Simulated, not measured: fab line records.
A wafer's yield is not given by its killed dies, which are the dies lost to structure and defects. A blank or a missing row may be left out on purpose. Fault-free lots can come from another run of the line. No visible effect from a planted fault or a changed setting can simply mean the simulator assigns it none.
fab line records	flow nandHarc
record lots=13	wafers=39	lastDay=25
route steps=1159 shown P_GATE@167
lots untouched by any fault: they come from a run of this same line in which no faults occurred
startH: hours from the record's first day to the start of the lot's first wafer shown	waitH: time in hours since the lot's previous step	" as in the row above	L1.1+2: one row covering several wafers at once	- no value, or no start was given	* or withheld: withheld	< > ~ a bound
route shown NAME@n: names a module that has steps shown in the file, with the first one's number in the route	usual: mean/standard deviation taken from wafers without a fault	same: alike in all rows	chamber/n: place in a boat	sites: each site's reading	_std_site: how widely they spread, as a standard deviation	_edge_site: the outer-site mean with the inner-site mean subtracted	radiusMm: how far each site lies from the wafer's centre	mask NAME#n: copy n	behind: the last tool/chamber to shape the wafer	hold: why the lot went on hold/how many hours it stayed there/how the hold came to an end	device: which transistor (n, p or np) failed to switch	end of line: the route-end tests of the same wafers	where a step has no rows: the recipe by itself	killed: dies that structure and defects cost at the first sort, which is not the same as the wafer's yield	map: a wafer's dies, marking killed ones x, the rest . and places with no die _
set.NAME: the setting the step ran with; set.NAME@STEP: the setting that earlier step ran with	model.NAME: the simulator's own value behind a step, which no gauge read
steps of the route over a sample of lots; a table a step, a row a wafer
services: the hour from which a tool's chamber was out of use, counted from the record's first day as startH (under 0 if before that day), plus the number of hours and why
## steps
# step NHARC_P_GATE_EXPOSE_43
# recipe na=0.6	targetCdNm=720	doseMj=14.81	maskId=P_NSD
lot.wafer	tool	chamber	startH	waitH	mask
L971.2+5+6	krfScanner-04	0	110.32	-	P_NSD#0
L970.2+3+4	krfScanner-03	0	110.48	-	P_NSD#0
L972.2+3+5	krfScanner-02	0	116.36	-	P_NSD#0
L974.2+3+4	krfScanner-02	0	123.91	-	P_NSD#0
L976.2+3+6	krfScanner-02	0	139.15	-	P_NSD#0
L977.1+3+5	krfScanner-04	0	142.95	-	P_NSD#0
L978.1+4+5	krfScanner-04	0	143.82	-	P_NSD#0
L980.1+2+3	krfScanner-04	0	156.69	-	P_NSD#0
L984.1+2+3	krfScanner-03	0	178.79	-	P_NSD#0
L981.1+3+6	krfScanner-02	0	179.27	-	P_PSD#0
L982.1+2+6	krfScanner-03	0	185.24	-	P_NSD#0
L992.1+2+3	krfScanner-04	0	228.50	-	P_NSD#0
L993.2+3+6	krfScanner-04	0	234.35	-	P_NSD#0
# step NHARC_P_GATE_CD_MEAS_46
# recipe targetCdNm=720	landingEnergyEv=500
# usual cdNm=719.7/1.6
# same landingEnergyEv=500
lot.wafer	tool	chamber	startH	waitH	cdNm
L971.2	cdSem-02	0	110.47	-	720.1
L971.5	"	0	"	"	720.9
L971.6	"	0	"	"	719.6
L970.2	cdSem-02	0	110.64	-	716.9
L970.3	"	0	"	"	718.9
L970.4	"	0	"	"	717.8
L972.2	cdSem-01	0	116.51	-	722.8
L972.3	"	0	"	"	722.1
L972.5	"	0	"	"	721.7
L974.2	cdSem-03	0	124.08	-	717.8
L974.3	"	0	"	"	718.4
L974.4	"	0	"	"	716.3
L976.2	cdSem-01	0	139.31	-	718.3
L976.3	"	0	"	"	718.7
L976.6	"	0	"	"	719.7
L977.1	cdSem-01	0	143.11	-	719.5
L977.3	"	0	"	"	717.6
L977.5	"	0	"	"	719.3
L978.1	cdSem-03	0	143.98	-	719.6
L978.4	"	0	"	"	718.0
L978.5	"	0	"	"	720.2
L980.1	cdSem-03	0	156.85	-	718.1
L980.2	"	0	"	"	720.7
L980.3	"	0	"	"	719.1
L984.1	cdSem-03	0	178.95	-	719.6
L984.2	"	0	"	"	719.8
L984.3	"	0	"	"	721.5
L981.1	cdSem-01	0	179.42	-	-
L981.3	"	0	"	"	-
L981.6	"	0	"	"	-
L982.1	cdSem-02	0	185.40	-	720.1
L982.2	"	0	"	"	721.6
L982.6	"	0	"	"	719.4
L992.1	cdSem-01	0	228.65	-	719.1
L992.2	"	0	"	"	717.4
L992.3	"	0	"	"	718.8
L993.2	cdSem-03	0	234.51	-	720.8
L993.3	"	0	"	"	718.2
L993.6	"	0	"	"	718.1
# step NHARC_P_GATE_STRIP_76
# recipe powerW=1500	tempC=250	chemistry=O2
# usual drypumpMotorCurrentA=5.7/0.49	heaterPowerW=351/47
lot.wafer	tool	chamber	startH	waitH	drypumpMotorCurrentA	heaterPowerW	rfHoursCounterH
L971.2	plasmaAsher-02	0	112.97	0.2	6.1	312	34
L971.5	"	1	"	"	6.2	336	-
L971.6	"	0	"	"	6.1	311	-
L970.2	plasmaAsher-01	0	113.33	0.2	5.6	328	1
L970.4	"	1	"	"	4.9	432	-
L970.3	"	0	"	"	5.7	326	-
L972.2	plasmaAsher-02	1	119.39	0.2	6.2	326	36
L972.3	"	1	"	"	6.2	342	-
L972.5	"	0	"	"	6.1	299	-
L974.2	plasmaAsher-02	1	126.73	0.2	6.2	324	39
L974.3	"	0	"	"	6.1	305	-
L974.4	"	1	"	"	6.2	332	-
L976.2	plasmaAsher-02	0	141.88	0.2	6.1	306	43
L976.3	"	1	"	"	6.2	333	-
L976.6	"	1	"	"	6.2	330	-
L977.1	plasmaAsher-02	1	145.67	0.2	6.2	332	45
L977.3	"	0	"	"	6.1	294	-
L977.5	"	0	"	"	6.1	309	-
L978.1	plasmaAsher-01	0	146.56	0.2	5.6	334	12
L978.4	"	1	"	"	5.0	433	-
L978.5	"	0	"	"	5.6	328	-
L980.2	plasmaAsher-02	1	160.32	0.2	6.2	338	49
L980.1	"	0	"	"	6.1	300	49
L980.3	"	0	"	"	6.1	303	-
L984.2	plasmaAsher-02	0	181.50	0.2	6.1	307	56
L984.1	"	1	"	"	6.2	328	56
L984.3	"	0	"	"	6.1	305	-
L981.1	plasmaAsher-01	1	181.97	0.2	5.0	429	23
L981.3	"	0	"	"	5.6	334	-
L981.6	"	0	"	"	5.6	329	-
L982.2	plasmaAsher-01	0	187.85	0.2	5.7	326	28
L982.1	"	1	"	"	5.0	439	28
L982.6	"	0	"	"	5.7	327	-
L992.2	plasmaAsher-02	1	231.38	0.2	6.2	339	13
L992.1	"	0	"	"	6.1	318	13
L992.3	"	0	"	"	6.1	313	-
L993.2	plasmaAsher-02	1	237.14	0.2	6.2	334	15
L993.3	"	1	"	"	6.2	341	-
L993.6	"	1	"	"	6.2	339	-
# step NHARC_P_GATE_DESCUM_93
# recipe timeS=3	o2FlowSccm=200	arFlowSccm=0	biasPowerW=0	chemistry=O2
# usual drypumpMotorCurrentA=5.95/0.22	o2FlowSccm=199.9/0.55	oesProductAu=1.000/0.0079	rfVppV=57.8/0.97	showerheadPlenumPTorr=1.91/0.086	throttleValvePct=11.312/0.0097
lot.wafer	tool	chamber	startH	waitH	drypumpMotorCurrentA	o2FlowSccm	oesProductAu	rfHoursCounterH	rfVppV	showerheadPlenumPTorr	throttleValvePct
L971.2	rieDiel-12	3	114.15	-	6.21	199.0	1.003	23	58.4	2.02	11.298
L971.5	"	0	"	"	6.10	199.5	1.009	-	58.6	1.94	11.318
L971.6	"	1	"	"	5.80	200.3	1.011	-	59.3	1.82	11.313
L970.3	rieDiel-12	1	114.40	-	5.79	200.7	0.999	33	57.5	1.82	11.300
L970.2	"	2	"	"	5.57	200.3	0.987	31	59.4	1.91	11.309
L970.4	"	0	"	"	6.10	200.6	1.011	29	58.0	1.94	11.312
L972.2	rieDiel-02	2	120.47	-	6.01	200.3	0.999	24	58.8	1.86	11.320
L972.3	"	2	"	"	6.03	200.2	1.006	-	57.7	1.86	11.311
L972.5	"	3	"	"	6.00	199.8	0.998	-	56.0	1.86	11.314
L974.2	rieDiel-12	2	127.72	-	5.57	200.5	0.999	34	56.0	1.91	11.305
L974.4	"	3	"	"	6.21	199.2	1.008	26	58.4	2.02	11.321
L974.3	"	1	"	"	5.80	199.3	1.002	36	56.7	1.81	11.309
L976.3	rieDiel-12	1	142.99	-	5.79	200.1	0.997	41	57.4	1.81	11.310
L976.2	"	2	"	"	5.58	199.0	0.990	39	56.3	1.91	11.315
L976.6	"	0	"	"	6.13	199.6	1.005	-	57.0	1.94	11.309
L977.1	rieDiel-12	0	146.75	-	6.12	200.2	0.996	38	56.9	1.94	11.302
L977.3	"	3	"	"	6.21	199.8	1.001	31	60.3	2.02	11.317
L977.5	"	0	"	"	6.12	199.7	1.011	-	58.3	1.94	11.309
L978.4	rieDiel-12	2	147.53	-	5.58	200.0	0.999	40	57.4	1.91	11.309
L978.1	"	0	"	"	6.11	199.5	1.008	38	58.6	1.94	11.306
L978.5	"	1	"	"	5.81	199.5	1.000	-	55.6	1.81	11.317
L980.2	rieDiel-02	2	161.40	-	6.06	198.6	1.002	0	58.7	1.86	11.310
L980.1	"	3	"	"	6.00	199.8	0.988	0	56.5	1.85	11.310
L980.3	"	0	"	"	6.01	200.5	1.017	0	58.6	1.89	11.303
L984.1	rieDiel-01	0	182.60	-	5.69	200.3	1.004	13	57.1	1.80	11.318
L984.2	"	1	"	"	6.10	199.6	0.993	15	56.0	2.01	11.329
L984.3	"	3	"	"	5.57	199.3	0.998	13	59.9	2.07	11.321
L981.3	rieDiel-01	1	183.08	-	6.09	200.0	0.997	15	58.8	2.01	11.320
L981.1	"	3	"	"	5.55	199.7	0.993	13	58.6	2.07	11.321
L981.6	"	1	"	"	6.09	200.9	0.997	-	57.7	2.01	11.307
L982.2	rieDiel-12	3	188.83	-	6.21	200.5	1.001	47	58.1	2.01	11.320
L982.1	"	1	"	"	5.78	199.8	0.995	58	56.9	1.81	11.331
L982.6	"	3	"	"	6.21	199.6	1.008	-	58.4	2.01	11.307
L992.1	rieDiel-02	0	232.33	-	6.02	200.4	1.009	12	57.8	1.89	11.309
L992.2	"	1	"	"	6.20	199.9	0.995	11	58.8	2.03	11.303
L992.3	"	2	"	"	6.03	200.1	0.993	12	57.3	1.86	11.319
L993.2	rieDiel-02	3	238.22	-	6.00	200.7	1.005	14	58.5	1.85	11.334
L993.3	"	2	"	"	6.03	200.8	0.999	13	57.3	1.86	11.296
L993.6	"	0	"	"	6.03	200.1	1.005	-	57.4	1.89	11.327
# step NHARC_P_GATE_DEGAS_109
# recipe tempC=300	timeS=60
# usual heaterPowerW=441/53	susceptorTempC=300.02/0.22
lot.wafer	tool	chamber	startH	waitH	heaterPowerW	susceptorTempC
L971.2	pvdSputter-01	-	116.12	0.1	489	300.11
L971.6	"	-	"	"	479	300.18
L971.5	"	-	"	"	448	300.32
L970.4	pvdSputter-02	-	116.59	0.1	382	299.65
L970.2	"	-	"	"	389	300.15
L970.3	"	-	"	"	504	299.88
L972.2	pvdSputter-03	-	122.51	0.1	374	299.89
L972.3	"	-	"	"	438	300.23
L972.5	"	-	"	"	395	300.22
L974.3	pvdSputter-03	-	129.68	0.1	386	-
L974.4	"	-	"	"	394	-
L974.2	"	-	"	"	450	-
L976.2	pvdSputter-01	-	145.00	0.1	552	300.31
L976.3	"	-	"	"	409	300.11
L976.6	"	-	"	"	480	300.00
L977.1	pvdSputter-03	-	148.71	0.1	444	300.28
L977.3	"	-	"	"	403	300.24
L977.5	"	-	"	"	450	300.17
L978.4	pvdSputter-03	-	149.48	0.1	375	300.11
L978.1	"	-	"	"	388	300.29
L978.5	"	-	"	"	383	300.12
L980.3	pvdSputter-03	-	164.04	0.1	446	299.74
L980.2	"	-	"	"	419	299.83
L980.1	"	-	"	"	504	299.97
L984.1	pvdSputter-02	-	184.58	0.1	508	299.72
L984.2	"	-	"	"	495	300.16
L984.3	"	-	"	"	382	300.05
L981.3	pvdSputter-02	-	185.16	0.1	382	300.02
L981.1	"	-	"	"	516	300.09
L981.6	"	-	"	"	390	299.88
L982.1	pvdSputter-03	-	190.97	0.1	387	300.12
L982.2	"	-	"	"	494	300.01
L982.6	"	-	"	"	376	300.06
L992.3	pvdSputter-03	-	234.29	0.1	402	299.90
L992.2	"	-	"	"	496	300.33
L992.1	"	-	"	"	451	300.16
L993.2	pvdSputter-03	-	240.34	0.1	446	300.38
L993.3	"	-	"	"	379	299.82
L993.6	"	-	"	"	387	300.07
## services
tool	chamber	startH	hours	kind
rieDiel-02	0	87.14	44.0	repair
plasmaAsher-01	-	99.00	9.0	pm
pvdSputter-03	-	102.23	10.0	pm
plasmaAsher-01	-	110.03	0.9	repair
rieDiel-01	2	113.03	9.2	repair
pvdSputter-03	-	115.49	1.2	repair
plasmaAsher-02	-	116.86	1.7	repair
rieDiel-02	1	118.07	3.5	repair
krfScanner-02	-	127.78	0.4	repair
krfScanner-03	-	131.76	2.0	repair
krfScanner-02	-	132.20	0.5	repair
rieDiel-01	-	137.80	9.0	pm
rieDiel-02	-	150.70	9.0	pm
krfScanner-04	-	155.50	0.1	repair
pvdSputter-03	-	165.34	0.6	repair
krfScanner-03	-	168.00	4.0	pm
plasmaAsher-02	-	183.76	9.0	pm
rieDiel-12	-	202.40	9.0	pm
krfScanner-02	-	210.00	4.0	pm
pvdSputter-02	-	214.05	10.0	pm
krfScanner-02	-	216.41	0.1	repair
plasmaAsher-02	-	217.51	1.1	repair
krfScanner-03	-	229.71	0.4	repair
krfScanner-03	-	233.52	6.4	repair
## key
firstSign step=NHARC_P_GATE_EXPOSE_43	reading=mask	direction=changed
effect step=NHARC_P_GATE_CD_MEAS_46	reading=cdNm	direction=missing
metAt NHARC_P_GATE_EXPOSE_43
struckLots L981
laterRowsLeftOut L981.1,L981.3,L981.6
sortLeftOut L981.1,L981.3,L981.6
testerLeftOut L981
notActingAt NHARC_P_GATE_STRIP_76,NHARC_P_GATE_DESCUM_93,NHARC_P_GATE_DEGAS_109
onsetBetween 139.15 179.27
fault kind=wrongMask	tool=any	chamber=-	onsetH=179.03	steps=NHARC_P_GATE_EXPOSE_43	auxCopy=P_PSD#0	scope=struckLotsOnly
# testerLeftOut: of these lots the tester's yield and bins aren't shown, on N5 and GAA mostly nor the transistor test; their killed dies are dies lost to structure and defects alone, not to doping, threshold or leakage, so they don't give the yield
# sortLeftOut: the simulated sort isn't trusted on such a fault, so these wafers' sort isn't shown, and their yield isn't known
# laterRowsLeftOut: the simulator's readings of these wafers behind a module that went badly wrong aren't trusted and aren't shown, but for the sort
